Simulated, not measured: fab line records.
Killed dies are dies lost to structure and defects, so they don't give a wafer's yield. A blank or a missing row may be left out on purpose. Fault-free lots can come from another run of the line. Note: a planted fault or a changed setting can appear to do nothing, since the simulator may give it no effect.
Matching of chambers -- flow nand-harc -- NHARC_A_CHANNEL_FILL_D1_ALD_02 on ald-hk-03: 4 sister chambers
The step deposits SiO2, target thk 6 nm, pulse time 10 s, ald cycles 60. 14 wafers are shown with their chamber, then 7 later ones without.

WAFERS PAIRED WITH THEIR CHAMBERS
wafer,chamber,heater-power-w (W),precursor-pulse-height-rel,susceptor-temp-C (C)
L081.2,1,486,1.010,299.53
L081.3,2,458,0.967,299.91
L081.5,0,477,1.006,300.07
L088.1,0,469,1.006,300.17
L088.2,3,380,1.030,299.94
L088.5,1,489,1.005,299.81
L090.1,2,467,0.989,299.53
L090.4,0,469,0.988,299.63
L090.5,3,371,1.008,300.22
L091.1,0,467,0.984,300.12
L091.4,3,376,0.995,300.04
L091.5,3,369,1.019,300.12
L093.2,0,467,0.994,299.29
L093.3,3,371,1.010,300.10

SIGNATURES, as means of the wafers listed above
reading,chamber 0,chamber 1,chamber 2,chamber 3,scatter within a chamber
heater-power-w,469.80,487.50,462.50,373.40,4.42
precursor-pulse-height-rel,0.99560,1.00750,0.97800,1.01240,0.0116
susceptor-temp-C,299.8560,299.6700,299.7200,300.0840,0.272
Rule: a wafer's distance from a chamber is the root of the sum, over the readings, of the square of ((its reading less the chamber's mean) divided by the reading's scatter). If the next closest chamber is less than 2 further off than the closest, the wafer can't be placed; otherwise it belongs to the closest. The scatter is the square root of a quotient: the sum, over the shown wafers, of each reading's squared deviation from its chamber's mean, divided by wafers minus chambers.

WAFERS WITH NO CHAMBER GIVEN
wafer,heater-power-w (W),precursor-pulse-height-rel,susceptor-temp-C (C)
L093.6,505,1.011,299.60
L096.3,498,1.011,299.97
L096.4,471,0.997,300.23
L096.5,487,0.980,299.88
L097.3,521,0.979,300.16
L097.4,478,1.041,299.66
L097.6,373,1.017,299.83

EACH ONE'S CHAMBER
wafer,from the rows above,in truth
L093.6,1,1
L096.3,1,1
L096.4,can't be placed: 0 or 2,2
L096.5,can't be placed: 1 or 0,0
L097.3,1,1
L097.4,can't be placed: 1 or 0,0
L097.6,3,3
Placed correctly: 4 of 7. These rows do not allow placing 3 (true chamber among the candidates in 3). Wrongly placed: 0.
